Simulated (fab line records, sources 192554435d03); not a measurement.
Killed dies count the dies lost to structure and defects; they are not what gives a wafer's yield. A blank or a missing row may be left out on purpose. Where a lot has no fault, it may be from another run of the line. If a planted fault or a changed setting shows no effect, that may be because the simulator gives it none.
Which tool is to blame?    flow n5Finfet    23 lots, 69 wafers sampled, at 6 steps of a route of 1938

## WHAT THE GAUGES SHOWED, per wafer
The record holds no reading of a measuring or inspecting step that can be judged against a usual standard deviation.

## WHAT TOOL EACH LOT RAN ON (gives the tool, then ch and the chambers of the sampled wafers, and finally the start)
lot   N5_MOL_CONTACT_COAG_CMP_52     N5_BEOL_M0_CUTY_DESCUM_61          N5_BEOL_M0_STRIP_104               N5_BEOL_M0_STRIP_142               N5_BEOL_M0_PRE_CLEAN_113     N5_BEOL_M0_ALD_136
L074  cmp-03 ch 0,1, day 5 09:18     rieDiel-06 ch 0,2,3, day 7 09:39   rieDiel-01 ch 0,2, day 7 10:23     rieDiel-06 ch 0,2,3, day 7 10:52   pvdSputter-01, day 7 11:16   aldMetal-02 ch 0,3, day 7 11:19
L075  cmp-02 ch 0,1,3, day 5 10:54   rieDiel-01 ch 0,1, day 7 11:26     rieDiel-03 ch 0,1,3, day 7 11:58   rieDiel-01 ch 1,3, day 7 12:10     pvdSputter-02, day 7 12:34   aldMetal-02 ch 0,1,2, day 7 12:37
L076  cmp-01 ch 1,2,3, day 5 20:06   rieDiel-06 ch 2,3, day 7 11:41     rieDiel-01 ch 0,1,3, day 7 12:14   rieDiel-01 ch 1,2,3, day 7 12:29   pvdSputter-03, day 7 12:54   aldMetal-03 ch 1,3, day 7 12:58
L077  cmp-02 ch 0,1, day 5 20:55     rieDiel-03 ch 0,1,3, day 7 12:01   rieDiel-06 ch 2,3, day 7 12:34     rieDiel-01 ch 1,2,3, day 7 12:59   pvdSputter-01, day 7 13:51   aldMetal-01 ch 0,1,3, day 7 13:55
L078  cmp-01 ch 0,1,3, day 6 04:14   rieDiel-06 ch 2,3, day 7 11:58     rieDiel-01 ch 0,1,2, day 7 12:34   rieDiel-06 ch 0,2, day 7 12:45     pvdSputter-02, day 7 13:29   aldMetal-02 ch 0,2, day 7 13:33
L079  cmp-03 ch 1,2, day 6 11:12     rieDiel-01 ch 2,3, day 7 13:02     rieDiel-01 ch 0,3, day 7 13:35     rieDiel-06 ch 0,1,3, day 7 14:14   pvdSputter-02, day 7 15:26   aldMetal-03 ch 1,2,3, day 7 15:30
L080  cmp-02 ch 0,2, day 6 17:04     rieDiel-06 ch 0,2, day 7 12:16     rieDiel-03 ch 0,2,3, day 7 12:47   rieDiel-03 ch 1,3, day 7 13:10     pvdSputter-03, day 7 14:28   aldMetal-02 ch 1,2,3, day 7 14:32
L082  cmp-03 ch 0,1,2, day 7 03:00   rieDiel-06 ch 0,1,3, day 7 15:49   rieDiel-03 ch 1,3, day 7 18:34     rieDiel-06 ch 0,1,3, day 7 18:47   pvdSputter-01, day 7 19:28   aldMetal-03 ch 0,1,2, day 7 19:32
L081  cmp-03 ch 0,2,3, day 7 03:28   rieDiel-06 ch 1,3, day 7 17:26     rieDiel-01 ch 2,3, day 7 18:34     rieDiel-03 ch 0,3, day 7 18:46     pvdSputter-01, day 7 19:23   aldMetal-01 ch 0,1,2, day 7 19:27
L083  cmp-03 ch 0,1,3, day 7 15:51   rieDiel-01 ch 0,2,3, day 8 03:49   rieDiel-01 ch 0,3, day 8 05:11     rieDiel-06 ch 1,2,3, day 8 05:44   pvdSputter-02, day 8 08:11   aldMetal-02 ch 0,1, day 8 08:15
L084  cmp-01 ch 0,1, day 7 16:33     rieDiel-01 ch 0,3, day 8 05:49     rieDiel-06 ch 0,2,3, day 8 07:55   rieDiel-06 ch 2,3, day 8 08:06     pvdSputter-02, day 8 08:41   aldMetal-03 ch 1,2, day 8 08:45
L085  cmp-03 ch 0,1, day 8 04:24     rieDiel-03 ch 0,3, day 8 17:22     rieDiel-03 ch 0,3, day 8 17:52     rieDiel-06 ch 0,2, day 8 18:05     pvdSputter-01, day 8 18:31   aldMetal-03 ch 0,1,3, day 8 18:39
L087  cmp-03 ch 0,1, day 8 12:23     rieDiel-06 ch 2,3, day 9 01:53     rieDiel-06 ch 1,3, day 9 06:53     rieDiel-06 ch 0,2,3, day 9 07:07   pvdSputter-01, day 9 07:57   aldMetal-02 ch 0,1, day 9 08:03
L088  cmp-03 ch 0,1,2, day 8 17:11   rieDiel-01 ch 1,2,3, day 9 05:48   rieDiel-03 ch 0,1,2, day 9 06:32   rieDiel-06 ch 1,2,3, day 9 06:49   pvdSputter-02, day 9 07:56   aldMetal-01 ch 0,1,3, day 9 07:59
L089  cmp-01 ch 1,3, day 9 05:47     rieDiel-06 ch 1,2,3, day 9 18:16   rieDiel-01 ch 1,2,3, day 9 19:07   rieDiel-06 ch 0,2,3, day 9 19:18   pvdSputter-01, day 9 19:57   aldMetal-03 ch 1,2, day 9 20:01
L090  cmp-03 ch 1,3, day 9 08:09     rieDiel-03 ch 0,1,3, day 9 20:08   rieDiel-01 ch 1,2, day 10 00:23    rieDiel-01 ch 0,1,2, day 10 00:34  pvdSputter-02, day 10 01:24  aldMetal-02 ch 1,2,3, day 10 01:28
L091  cmp-02 ch 0,1,3, day 9 14:09   rieDiel-01 ch 0,2, day 10 02:05    rieDiel-01 ch 2,3, day 10 13:40    rieDiel-01 ch 0,1,2, day 10 13:51  pvdSputter-01, day 10 14:21  aldMetal-03 ch 0,1,2, day 10 14:25
L092  cmp-01 ch 1,2, day 9 17:37     rieDiel-01 ch 0,1,3, day 10 06:23  rieDiel-01 ch 0,2, day 10 13:43    rieDiel-01 ch 1,2, day 10 14:05    pvdSputter-01, day 10 14:52  aldMetal-01 ch 1,2,3, day 10 15:04
L093  cmp-01 ch 0,1,2, day 10 02:25  rieDiel-01 ch 0,1,3, day 10 14:20  rieDiel-06 ch 0,1,3, day 10 16:29  rieDiel-01 ch 1,2, day 10 16:47    pvdSputter-02, day 10 17:13  aldMetal-02 ch 0,1,3, day 10 17:17
L094  cmp-02 ch 1,2,3, day 10 07:41  rieDiel-06 ch 0,2,3, day 10 21:09  rieDiel-01 ch 2,3, day 10 23:01    rieDiel-01 ch 1,3, day 10 23:49    pvdSputter-03, day 11 00:47  aldMetal-03 ch 0,2,3, day 11 00:56
L095  cmp-02 ch 0,1, day 10 15:18    rieDiel-06 ch 0,1,2, day 11 03:22  rieDiel-01 ch 1,2,3, day 11 04:48  rieDiel-06 ch 0,1,2, day 11 05:32  pvdSputter-02, day 11 07:18  aldMetal-01 ch 0,1,3, day 11 07:22
L096  cmp-03 ch 0,1,3, day 10 20:28  rieDiel-01 ch 2,3, day 11 07:37    rieDiel-06 ch 0,1,2, day 11 09:51  rieDiel-06 ch 0,1,2, day 11 10:02  pvdSputter-03, day 11 10:43  aldMetal-02 ch 0,1,3, day 11 10:50
L097  cmp-03 ch 1,2,3, day 11 01:34  rieDiel-03 ch 2,3, day 11 12:55    rieDiel-03 ch 0,2,3, day 11 20:53  rieDiel-01 ch 1,2,3, day 11 21:10  pvdSputter-01, day 11 21:34  aldMetal-01 ch 1,2, day 11 21:37
- N5_MOL_CONTACT_COAG_CMP_52: polishes, stops on SiO2, t overpolish 1.5 s, target thk 66.5 nm.
- N5_BEOL_M0_CUTY_DESCUM_61: chemistry O2, time 7.9 s.
- N5_BEOL_M0_STRIP_104: strips in N2/H2.
- N5_BEOL_M0_STRIP_142: strips in N2/H2, time 10 s.
- N5_BEOL_M0_PRE_CLEAN_113: time 30 s.
- N5_BEOL_M0_ALD_136: deposits TaN, pulse time 2 s, purge time 3 s, co reactant purge time 2 s.

## WHAT THE TOOLS THEMSELVES READ (means of the sampled wafers that have a number; where no wafer has one, the mark that the record gives instead)
N5_MOL_CONTACT_COAG_CMP_52.
lot   tool    motorCurrentA (A)  overpolishRunS (s)  timeToEndpointS (s)
L074  cmp-03  14.1               1.495               13.2
L075  cmp-02  12.0               1.491               13.5
L076  cmp-01  11.6               1.505               14.8
L077  cmp-02  11.6               1.499               12.7
L078  cmp-01  12.5               1.502               11.0
L079  cmp-03  13.2               1.496               15.3
L080  cmp-02  12.4               1.503               9.9
L082  cmp-03  13.7               1.491               13.5
L081  cmp-03  12.7               1.490               14.0
L083  cmp-03  12.6               1.497               15.0
L084  cmp-01  13.4               1.499               13.1
L085  cmp-03  14.0               1.505               13.8
L087  cmp-03  13.9               1.495               15.1
L088  cmp-03  13.3               1.503               12.4
L089  cmp-01  11.9               1.504               18.5
L090  cmp-03  11.8               1.512               14.9
L091  cmp-02  11.7               1.500               15.5
L092  cmp-01  12.1               1.504               14.3
L093  cmp-01  12.4               1.496               15.0
L094  cmp-02  12.1               1.499               11.0
L095  cmp-02  12.0               1.499               11.9
L096  cmp-03  13.3               1.502               15.0
L097  cmp-03  12.6               1.501               12.9

N5_BEOL_M0_CUTY_DESCUM_61.
lot   tool        drypumpMotorCurrentA (A)  oesProductAu (a.u.)  rfVppV (V)  showerheadPlenumPTorr (Torr)  throttleValvePct (%)
L074  rieDiel-06  5.5                       0.79                 243.2       2.07                          20.5
L075  rieDiel-01  5.3                       0.67                 242.7       2.06                          20.7
L076  rieDiel-06  5.3                       0.85                 243.5       2.12                          20.7
L077  rieDiel-03  5.6                       0.82                 242.9       2.09                          20.3
L078  rieDiel-06  5.3                       0.84                 243.6       2.12                          20.7
L079  rieDiel-01  6.0                       0.87                 242.6       2.05                          20.2
L080  rieDiel-06  5.2                       0.88                 243.8       2.09                          20.4
L082  rieDiel-06  5.8                       0.73                 241.8       2.05                          20.5
L081  rieDiel-06  5.9                       0.67                 242.8       2.08                          20.8
L083  rieDiel-01  5.6                       0.81                 243.3       2.06                          20.5
L084  rieDiel-01  5.7                       0.78                 242.2       2.04                          20.3
L085  rieDiel-03  5.6                       0.76                 242.2       2.08                          20.6
L087  rieDiel-06  5.3                       0.82                 243.7       2.12                          20.7
L088  rieDiel-01  6.1                       0.89                 242.3       2.05                          20.4
L089  rieDiel-06  5.5                       0.75                 242.5       2.09                          20.7
L090  rieDiel-03  5.6                       0.79                 242.3       2.08                          20.4
L091  rieDiel-01  5.1                       0.74                 243.0       2.06                          20.8
L092  rieDiel-01  5.7                       0.81                 242.6       2.05                          20.4
L093  rieDiel-01  5.7                       0.80                 242.4       2.05                          20.4
L094  rieDiel-06  5.6                       0.77                 242.7       2.06                          20.5
L095  rieDiel-06  5.4                       0.78                 242.8       2.05                          20.4
L096  rieDiel-01  5.9                       0.84                 241.5       2.05                          20.5
L097  rieDiel-03  5.8                       0.84                 243.4       2.16                          20.6

N5_BEOL_M0_STRIP_104.
lot   tool        drypumpMotorCurrentA (A)  oesProductAu (a.u.)  rfVppV (V)  showerheadPlenumPTorr (Torr)  throttleValvePct (%)
L074  rieDiel-01  5.2                       0.76                 59.5        2.50                          23.8
L075  rieDiel-03  5.6                       0.82                 58.8        2.53                          23.6
L076  rieDiel-01  5.8                       0.72                 58.9        2.48                          23.5
L077  rieDiel-06  5.6                       0.75                 59.4        2.53                          24.0
L078  rieDiel-01  5.7                       0.76                 60.3        2.48                          23.7
L079  rieDiel-01  5.3                       0.73                 59.8        2.50                          23.7
L080  rieDiel-03  5.6                       0.74                 58.9        2.47                          23.9
L082  rieDiel-03  5.8                       0.84                 59.2        2.58                          23.6
L081  rieDiel-01  5.9                       0.88                 58.3        2.47                          23.4
L083  rieDiel-01  5.2                       0.73                 58.1        2.49                          23.7
L084  rieDiel-06  5.5                       0.79                 58.9        2.51                          23.7
L085  rieDiel-03  5.6                       0.76                 58.8        2.52                          23.9
L087  rieDiel-06  5.8                       0.68                 60.0        2.49                          23.8
L088  rieDiel-03  5.6                       0.86                 59.6        2.58                          23.5
L089  rieDiel-01  6.1                       0.88                 59.2        2.46                          23.4
L090  rieDiel-01  6.0                       0.91                 57.5        2.46                          23.4
L091  rieDiel-01  6.0                       0.83                 57.6        2.46                          23.3
L092  rieDiel-01  5.2                       0.74                 59.1        2.49                          23.8
L093  rieDiel-06  5.8                       0.71                 59.5        2.47                          23.6
L094  rieDiel-01  6.0                       0.84                 60.3        2.46                          23.4
L095  rieDiel-01  6.1                       0.86                 57.0        2.46                          23.4
L096  rieDiel-06  5.5                       0.77                 59.9        2.50                          23.6
L097  rieDiel-03  5.6                       0.81                 60.2        2.56                          23.9

N5_BEOL_M0_STRIP_142.
lot   tool        drypumpMotorCurrentA (A)  oesProductAu (a.u.)  rfVppV (V)  showerheadPlenumPTorr (Torr)  throttleValvePct (%)
L074  rieDiel-06  5.6                       0.80                 58.4        2.51                          23.7
L075  rieDiel-01  6.2                       0.73                 58.9        2.47                          23.5
L076  rieDiel-01  6.1                       0.81                 59.3        2.47                          23.4
L077  rieDiel-01  6.1                       0.81                 59.4        2.47                          23.4
L078  rieDiel-06  5.2                       0.88                 58.8        2.54                          23.6
L079  rieDiel-06  5.8                       0.72                 59.1        2.48                          23.6
L080  rieDiel-03  5.8                       0.90                 59.5        2.58                          23.3
L082  rieDiel-06  5.8                       0.72                 58.6        2.48                          23.6
L081  rieDiel-03  5.6                       0.77                 59.3        2.53                          23.9
L083  rieDiel-06  5.6                       0.76                 59.5        2.53                          23.9
L084  rieDiel-06  5.6                       0.75                 58.6        2.53                          24.0
L085  rieDiel-06  5.2                       0.87                 59.1        2.54                          23.7
L087  rieDiel-06  5.6                       0.78                 59.3        2.50                          23.7
L088  rieDiel-06  5.5                       0.75                 59.5        2.52                          23.9
L089  rieDiel-06  5.6                       0.78                 59.0        2.50                          23.7
L090  rieDiel-01  5.6                       0.83                 59.4        2.48                          23.6
L091  rieDiel-01  5.7                       0.82                 60.4        2.47                          23.6
L092  rieDiel-01  6.2                       0.90                 58.4        2.46                          23.3
L093  rieDiel-01  6.0                       0.89                 59.0        2.46                          23.5
L094  rieDiel-01  6.3                       0.88                 58.9        2.46                          23.2
L095  rieDiel-06  5.5                       0.77                 59.6        2.50                          23.6
L096  rieDiel-06  5.5                       0.78                 59.1        2.50                          23.6
L097  rieDiel-01  6.1                       0.84                 58.7        2.45                          23.4

N5_BEOL_M0_PRE_CLEAN_113.
lot   tool           heaterPowerW (W)  susceptorTempC (C)
L074  pvdSputter-01  304               249.98
L075  pvdSputter-02  317               249.96
L076  pvdSputter-03  353               249.92
L077  pvdSputter-01  279               249.95
L078  pvdSputter-02  310               250.02
L079  pvdSputter-02  325               250.16
L080  pvdSputter-03  382               250.24
L082  pvdSputter-01  322               249.96
L081  pvdSputter-01  299               250.00
L083  pvdSputter-02  334               250.04
L084  pvdSputter-02  332               250.07
L085  pvdSputter-01  337               250.03
L087  pvdSputter-01  317               249.96
L088  pvdSputter-02  330               250.13
L089  pvdSputter-01  313               250.00
L090  pvdSputter-02  336               250.17
L091  pvdSputter-01  321               249.98
L092  pvdSputter-01  293               249.96
L093  pvdSputter-02  319               250.01
L094  pvdSputter-03  352               249.99
L095  pvdSputter-02  331               250.16
L096  pvdSputter-03  352               249.85
L097  pvdSputter-01  298               249.97

N5_BEOL_M0_ALD_136.
lot   tool         heaterPowerW (W)  mfcCarrierSccm (sccm)  susceptorTempC (C)
L074  aldMetal-02  422               1502                   275.10
L075  aldMetal-02  415               1500                   275.02
L076  aldMetal-03  386               1498                   274.94
L077  aldMetal-01  423               1503                   275.11
L078  aldMetal-02  431               1502                   274.96
L079  aldMetal-03  434               1499                   274.90
L080  aldMetal-02  412               1499                   274.88
L082  aldMetal-03  459               1501                   274.85
L081  aldMetal-01  397               1504                   275.07
L083  aldMetal-02  397               1497                   275.07
L084  aldMetal-03  480               1503                   275.17
L085  aldMetal-03  415               1502                   275.01
L087  aldMetal-02  409               1499                   274.98
L088  aldMetal-01  419               1497                   274.96
L089  aldMetal-03  478               1497                   274.98
L090  aldMetal-02  418               1495                   274.95
L091  aldMetal-03  460               1502                   275.16
L092  aldMetal-01  410               1500                   275.15
L093  aldMetal-02  404               1499                   274.93
L094  aldMetal-03  407               1503                   275.19
L095  aldMetal-01  427               1495                   274.96
L096  aldMetal-02  412               1504                   275.01
L097  aldMetal-01  406               1501                   274.93

## THE ANSWER, worked out from the rows above alone
Rule: the usual values come from the lots themselves. Put in order of their means at a reading, lots are off if they are a third of the lots or fewer, leave a main group of 4 or more, and stand apart from it by a gap of 3 or more times the standard deviation of the main group's means; of several such gaps the widest counts. A main group is skipped when, at the precision printed for the reading in the tables above, its means are all equal. A lot without any number at a reading at which 4 lots or more have one is off too. Where the step has rows for the other lots, those lots are counted as sound. Order of review: gauges by route order, followed by the tools' own readings, for which a lot's mean as printed above is used. At the first step where some lot is off, the reading lying furthest off is the one used; lots without a number count as furthest.
Across all readings shown, no lot is off: no conclusion can be drawn from this.

## WHAT THE SIMULATOR PUT IN
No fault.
